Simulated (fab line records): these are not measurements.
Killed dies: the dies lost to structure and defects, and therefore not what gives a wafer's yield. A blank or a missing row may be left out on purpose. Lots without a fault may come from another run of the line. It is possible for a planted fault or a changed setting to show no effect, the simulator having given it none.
fab line records	flow n5Finfet
record lots=15	wafers=45	lastDay=18
route steps=1938 shown MIM_TOP_LITHO@1849 MIM_BOT_LITHO@1865 PASSIVATION@1921 END@1938
lots untouched by any fault: they come from a run of this same line in which no faults occurred
startH: the number of hours between the record's first day and the start of the first shown wafer of the lot	waitH: time in hours since the lot's previous step	" as in the row above	L1.1+2: one row covering several wafers at once	- value missing, or start not given	* or withheld: withheld	< > ~ a bound
route shown NAME@n: NAME is a module with steps in the file, n the number in the route of the first one	usual: average and standard deviation across the fault-free wafers	same: alike in all rows	chamber/n: place in a boat	sites: readings site by site	_std_site: how widely they spread, as a standard deviation	_edge_site: the outer-site mean with the inner-site mean subtracted	radiusMm: how far each site lies from the wafer's centre	mask NAME#n: copy n	behind: the last tool/chamber to shape the wafer	hold: why the lot was held/for how many hours/how that ended	device: whichever transistor did not switch (one of n, p or np)	end of line: the tests these same wafers got at the end of their route	for a step that has no rows: nothing shown but its recipe	killed: at the first sort, the dies lost to defects and structure; wafer yield is something else	map: a wafer's dies, x killed, . not, _ none there
set.NAME: the setting as run; set.NAME@STEP: as run at that earlier step	model.NAME: the simulator's own value behind a step, which no gauge read
the route's steps for a sample of lots (tables are steps, rows are wafers)
services: a tool's chamber out of use, with start hour (startH, from the record's first day; less than 0 if before it), hours out, and reason
## steps
# step N5_MIM_TOP_LITHO_INSPECT_12
# recipe mode=adi	inspectInstrument=macro
# usual rawDefectCount=2.0/1.4
lot.wafer	tool	chamber	startH	waitH	rawDefectCount
L783.3	defectInspect-01	-	246.82	0.0	2
L783.4	"	-	"	"	2
L783.6	"	-	"	"	5
L782.2	defectInspect-02	-	264.48	0.0	3
L782.5	"	-	"	"	4
L782.6	"	-	"	"	2
L785.1	defectInspect-01	-	265.16	0.0	1
L785.2	"	-	"	"	6
L785.3	"	-	"	"	5
L788.3	defectInspect-01	-	286.69	0.0	1
L788.4	"	-	"	"	2
L788.6	"	-	"	"	0
L789.3	defectInspect-02	-	295.18	0.0	2
L789.4	"	-	"	"	1
L789.5	"	-	"	"	6
L790.2	defectInspect-01	-	298.48	0.0	2
L790.3	"	-	"	"	2
L790.6	"	-	"	"	2
L791.2	defectInspect-02	-	303.60	0.0	2
L791.5	"	-	"	"	2
L791.6	"	-	"	"	1
L792.1	defectInspect-01	-	317.08	0.0	3
L792.3	"	-	"	"	1
L792.5	"	-	"	"	3
L793.1	defectInspect-02	-	321.75	0.0	2
L793.3	"	-	"	"	4
L793.4	"	-	"	"	3
L798.2	defectInspect-02	-	362.20	0.0	4
L798.4	"	-	"	"	2
L798.5	"	-	"	"	3
L801.1	defectInspect-01	-	380.40	0.0	3
L801.2	"	-	"	"	1
L801.6	"	-	"	"	0
L802.1	defectInspect-01	-	381.68	0.0	2
L802.4	"	-	"	"	3
L802.5	"	-	"	"	2
L803.1	defectInspect-01	-	385.52	0.0	1
L803.3	"	-	"	"	1
L803.4	"	-	"	"	0
L804.3	defectInspect-02	-	393.87	0.0	1
L804.4	"	-	"	"	2
L804.6	"	-	"	"	2
L805.2	defectInspect-02	-	415.75	0.0	2
L805.3	"	-	"	"	0
L805.5	"	-	"	"	2
# step N5_MIM_BOT_LITHO_DESCUM_10
# recipe chemistry=O2	timeS=7.9	sourcePowerW=50	biasPowerW=20	pressureMtorr=20	rfFrequencyHz=2.712e+07	tempC=40	o2FlowSccm=225
# usual drypumpMotorCurrentA=5.6/0.53	oesProductAu=0.80/0.077	rfVppV=243.2/1.4	showerheadPlenumPTorr=2.10/0.079	throttleValvePct=20.30/0.28
lot.wafer	tool	chamber	startH	waitH	drypumpMotorCurrentA	oesProductAu	rfHoursCounterH	rfVppV	showerheadPlenumPTorr	throttleValvePct
L783.3	rieDiel-06	1	247.59	0.0	5.1	0.95	3	241.3	2.05	20.06
L783.4	"	2	"	"	6.4	0.69	246	240.3	1.99	21.13
L783.6	"	3	"	"	6.6	0.68	-	244.3	2.18	20.87
L782.2	rieDiel-02	0	265.51	0.0	5.7	0.80	103	241.9	2.03	20.14
L782.5	"	2	"	"	5.3	0.84	-	243.8	2.24	20.12
L782.6	"	3	"	"	5.8	0.76	-	244.0	2.09	20.17
L785.1	rieDiel-02	3	266.33	0.1	5.8	0.78	144	241.9	2.09	20.17
L785.2	"	1	"	"	6.1	0.69	249	243.2	2.15	20.58
L785.3	"	2	"	"	5.3	0.84	69	245.1	2.24	20.14
L788.3	rieDiel-06	3	287.95	0.0	6.7	0.69	249	243.1	2.17	20.88
L788.4	"	0	"	"	5.0	0.84	-	245.3	2.21	20.12
L788.6	"	3	"	"	6.7	0.68	-	245.0	2.17	20.88
L789.3	rieDiel-06	3	296.08	0.1	6.6	0.68	254	244.9	2.17	20.88
L789.4	"	1	"	"	5.1	0.90	-	243.3	2.04	20.07
L789.5	"	0	"	"	5.0	0.84	-	244.0	2.21	20.14
L790.2	rieDiel-06	3	299.36	0.0	6.6	0.68	255	244.3	2.17	20.91
L790.3	"	0	"	"	5.0	0.84	93	245.4	2.21	20.13
L790.6	"	1	"	"	5.1	0.88	-	240.7	2.04	20.07
L791.2	rieDiel-02	2	304.63	0.0	5.3	0.82	84	244.3	2.23	20.18
L791.5	"	0	"	"	5.7	0.79	-	242.3	2.02	20.17
L791.6	"	3	"	"	5.8	0.75	-	243.8	2.08	20.18
L792.1	rieDiel-02	1	317.98	0.0	6.0	0.92	9	243.6	2.14	20.30
L792.3	"	3	"	"	5.8	0.75	163	242.5	2.08	20.19
L792.5	"	2	"	"	5.3	0.82	-	244.7	2.23	20.16
L793.1	rieDiel-05	2	322.76	0.0	5.6	0.74	166	242.7	2.09	20.40
L793.3	"	3	"	"	5.4	0.88	38	242.0	2.06	20.16
L793.4	"	0	"	"	5.3	0.76	160	242.6	2.00	20.22
L798.2	rieDiel-06	1	362.97	0.0	5.1	0.85	47	242.3	2.04	20.12
L798.4	"	0	"	"	5.0	0.81	117	244.7	2.20	20.18
L798.5	"	1	"	"	5.1	0.84	-	242.8	2.04	20.12
L801.1	rieDiel-02	2	381.17	0.0	5.3	0.78	110	244.9	2.22	20.20
L801.2	"	0	"	"	5.6	0.75	143	241.8	2.01	20.21
L801.6	"	1	"	"	6.0	0.86	-	243.3	2.13	20.34
L802.1	rieDiel-05	2	382.70	0.0	5.6	0.73	183	242.4	2.08	20.42
L802.4	"	0	"	"	5.3	0.74	181	242.8	2.00	20.25
L802.5	"	2	"	"	5.6	0.72	-	242.3	2.08	20.43
L803.1	rieDiel-05	3	386.47	0.0	5.4	0.84	61	242.5	2.05	20.19
L803.3	"	1	"	"	4.9	0.80	94	242.8	2.03	19.91
L803.4	"	2	"	"	5.6	0.72	185	242.0	2.08	20.44
L804.3	rieDiel-02	3	394.73	0.0	5.8	0.73	189	243.5	2.07	20.24
L804.4	"	0	"	"	5.7	0.75	148	242.7	2.01	20.21
L804.6	"	0	"	"	5.7	0.75	-	241.4	2.01	20.22
L805.2	rieDiel-02	0	416.52	0.0	5.7	0.76	155	241.9	2.01	20.22
L805.3	"	2	"	"	5.3	0.78	121	245.1	2.22	20.21
L805.5	"	0	"	"	5.7	0.76	-	241.2	2.01	20.21
# step N5_PASSIVATION_EXPOSE_41
# recipe maskId=PASS_OPEN	na=0.55	defocusNm=0	sourceShape=conventional	sigmaOuter=0.8	polarization=unpolarized	targetCdNm=40000	doseMj=57.25
# usual exposureDoseMJCm2=57.25/0.057	focusOffsetNm=0.0/0.47
lot.wafer	tool	chamber	startH	waitH	mask	exposureDoseMJCm2	focusOffsetNm
L783.3	krfScanner-01	0	253.03	-	PASS_OPEN#0	57.21	0.0
L783.4	"	0	"	"	PASS_OPEN#0	57.23	0.2
L783.6	"	0	"	"	PASS_OPEN#0	57.29	-0.6
L782.2	krfScanner-01	0	270.48	-	PASS_OPEN#0	57.24	0.1
L782.5	"	0	"	"	PASS_OPEN#0	57.30	0.2
L782.6	"	0	"	"	PASS_OPEN#0	57.27	0.2
L785.1	krfScanner-01	0	272.04	-	PASS_OPEN#0	57.15	0.4
L785.2	"	0	"	"	PASS_OPEN#0	57.21	-0.8
L785.3	"	0	"	"	PASS_OPEN#0	57.21	-0.3
L788.3	krfScanner-01	0	294.08	-	PASS_OPEN#0	57.27	0.9
L788.4	"	0	"	"	PASS_OPEN#0	57.22	-0.6
L788.6	"	0	"	"	PASS_OPEN#0	57.30	-0.3
L789.3	krfScanner-02	0	301.67	-	PASS_OPEN#0	57.23	-0.2
L789.4	"	0	"	"	PASS_OPEN#0	57.17	0.2
L789.5	"	0	"	"	PASS_OPEN#0	57.24	0.5
L790.2	krfScanner-01	0	305.38	-	PASS_OPEN#0	57.23	0.7
L790.3	"	0	"	"	PASS_OPEN#0	57.22	0.1
L790.6	"	0	"	"	PASS_OPEN#0	57.26	0.1
L791.2	krfScanner-01	-	310.16	-	PASS_OPEN#0	-	-
L791.5	"	-	"	"	PASS_OPEN#0	-	-
L791.6	"	-	"	"	PASS_OPEN#0	-	-
L792.1	krfScanner-01	-	322.86	-	PASS_OPEN#0	-	-
L792.3	"	-	"	"	PASS_OPEN#0	-	-
L792.5	"	-	"	"	PASS_OPEN#0	-	-
L793.1	krfScanner-01	-	327.91	-	PASS_OPEN#0	-	-
L793.3	"	-	"	"	PASS_OPEN#0	-	-
L793.4	"	-	"	"	PASS_OPEN#0	-	-
L798.2	krfScanner-02	0	370.61	-	PASS_OPEN#0	57.19	0.1
L798.4	"	0	"	"	PASS_OPEN#0	57.21	0.2
L798.5	"	0	"	"	PASS_OPEN#0	57.24	0.0
L801.1	krfScanner-02	0	386.69	-	PASS_OPEN#0	57.27	0.1
L801.2	"	0	"	"	PASS_OPEN#0	57.31	-1.1
L801.6	"	0	"	"	PASS_OPEN#0	57.27	-0.2
L802.1	krfScanner-02	0	387.37	-	PASS_OPEN#0	57.18	-0.8
L802.4	"	0	"	"	PASS_OPEN#0	57.16	0.2
L802.5	"	0	"	"	PASS_OPEN#0	57.26	-0.8
L803.1	krfScanner-01	0	391.60	-	PASS_OPEN#0	57.18	0.9
L803.3	"	0	"	"	PASS_OPEN#0	57.17	-0.8
L803.4	"	0	"	"	PASS_OPEN#0	57.16	-0.6
L804.3	krfScanner-01	0	400.56	-	PASS_OPEN#0	57.30	0.1
L804.4	"	0	"	"	PASS_OPEN#0	57.30	-0.8
L804.6	"	0	"	"	PASS_OPEN#0	57.29	-1.2
L805.2	krfScanner-01	0	422.04	-	PASS_OPEN#0	57.23	0.1
L805.3	"	0	"	"	PASS_OPEN#0	57.23	0.0
L805.5	"	0	"	"	PASS_OPEN#0	57.24	0.4
# step N5_PASSIVATION_INSPECT_57
# recipe inspectInstrument=macro	mode=outgoing
# usual rawDefectCount=1.9/1.5
lot.wafer	tool	chamber	startH	waitH	rawDefectCount
L783.3	defectInspect-02	-	256.72	0.0	0
L783.4	"	-	"	"	2
L783.6	"	-	"	"	3
L782.2	defectInspect-01	-	274.14	0.0	0
L782.5	"	-	"	"	1
L782.6	"	-	"	"	2
L785.1	defectInspect-01	-	276.11	0.0	0
L785.2	"	-	"	"	0
L785.3	"	-	"	"	3
L788.3	defectInspect-02	-	297.75	0.0	1
L788.4	"	-	"	"	4
L788.6	"	-	"	"	2
L789.3	defectInspect-01	-	305.36	0.0	0
L789.4	"	-	"	"	2
L789.5	"	-	"	"	2
L790.2	defectInspect-02	-	309.05	0.0	2
L790.3	"	-	"	"	0
L790.6	"	-	"	"	3
L798.2	defectInspect-02	-	374.29	0.0	1
L798.4	"	-	"	"	0
L798.5	"	-	"	"	2
L801.1	defectInspect-01	-	390.37	0.0	4
L801.2	"	-	"	"	2
L801.6	"	-	"	"	3
L802.1	defectInspect-01	-	391.05	0.0	0
L802.4	"	-	"	"	4
L802.5	"	-	"	"	3
L803.1	defectInspect-01	-	395.28	0.0	1
L803.3	"	-	"	"	1
L803.4	"	-	"	"	0
L804.3	defectInspect-02	-	404.54	0.0	5
L804.4	"	-	"	"	1
L804.6	"	-	"	"	3
L805.2	defectInspect-02	-	425.69	0.0	2
L805.3	"	-	"	"	1
L805.5	"	-	"	"	2
## services
tool	chamber	startH	hours	kind
krfScanner-01	-	234.87	1.3	pm
krfScanner-02	-	247.96	1.2	repair
rieDiel-05	-	250.18	0.4	repair
krfScanner-01	0	252.53	-	calibration
rieDiel-02	1	268.76	-	clean
rieDiel-02	1	268.76	-	consumableReplace:focusRing
rieDiel-02	1	268.76	20.5	scheduledDown
rieDiel-02	1	268.76	20.5	ventCycle
krfScanner-02	-	278.36	4.4	pm
rieDiel-06	2	280.14	-	clean
rieDiel-06	2	280.14	-	consumableReplace:focusRing
rieDiel-06	2	280.14	-	consumableReplace:showerhead
rieDiel-06	2	280.14	20.4	scheduledDown
krfScanner-01	-	287.41	0.8	pm
rieDiel-05	2	325.98	13.5	repair
rieDiel-05	-	330.64	3.9	repair
krfScanner-02	-	330.73	1.0	pm
rieDiel-05	3	336.29	3.1	repair
krfScanner-01	-	353.77	3.1	repair
rieDiel-02	1	370.04	5.3	repair
krfScanner-02	-	394.11	1.3	pm
krfScanner-01	0	409.42	-	calibration
krfScanner-01	-	410.77	1.3	pm
rieDiel-05	0	413.82	5.5	repair
## key
firstSign step=N5_PASSIVATION_EXPOSE_41	reading=toolRecord	direction=missing
effect none on later readings
metAt N5_PASSIVATION_EXPOSE_41
struckLots L791,L792,L793
laterRowsLeftOut L791.2,L791.5,L791.6,L792.1,L792.3,L792.5,L793.1,L793.3,L793.4
sortLeftOut L791.2,L791.5,L791.6,L792.1,L792.3,L792.5,L793.1,L793.3,L793.4
notActingAt N5_MIM_TOP_LITHO_INSPECT_12,N5_MIM_BOT_LITHO_DESCUM_10,N5_PASSIVATION_INSPECT_57
onsetBetween 305.38 310.16
fault kind=skippedStepWhole	tool=krfScanner-01	chamber=-	onsetH=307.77	steps=N5_PASSIVATION_EXPOSE_41	scope=struckLotsOnly
# sortLeftOut: the simulated sort isn't trusted on such a fault, so these wafers' sort isn't shown, and their yield isn't known
# laterRowsLeftOut: the simulator's readings of these wafers behind a module that went badly wrong aren't trusted and aren't shown, but for the sort
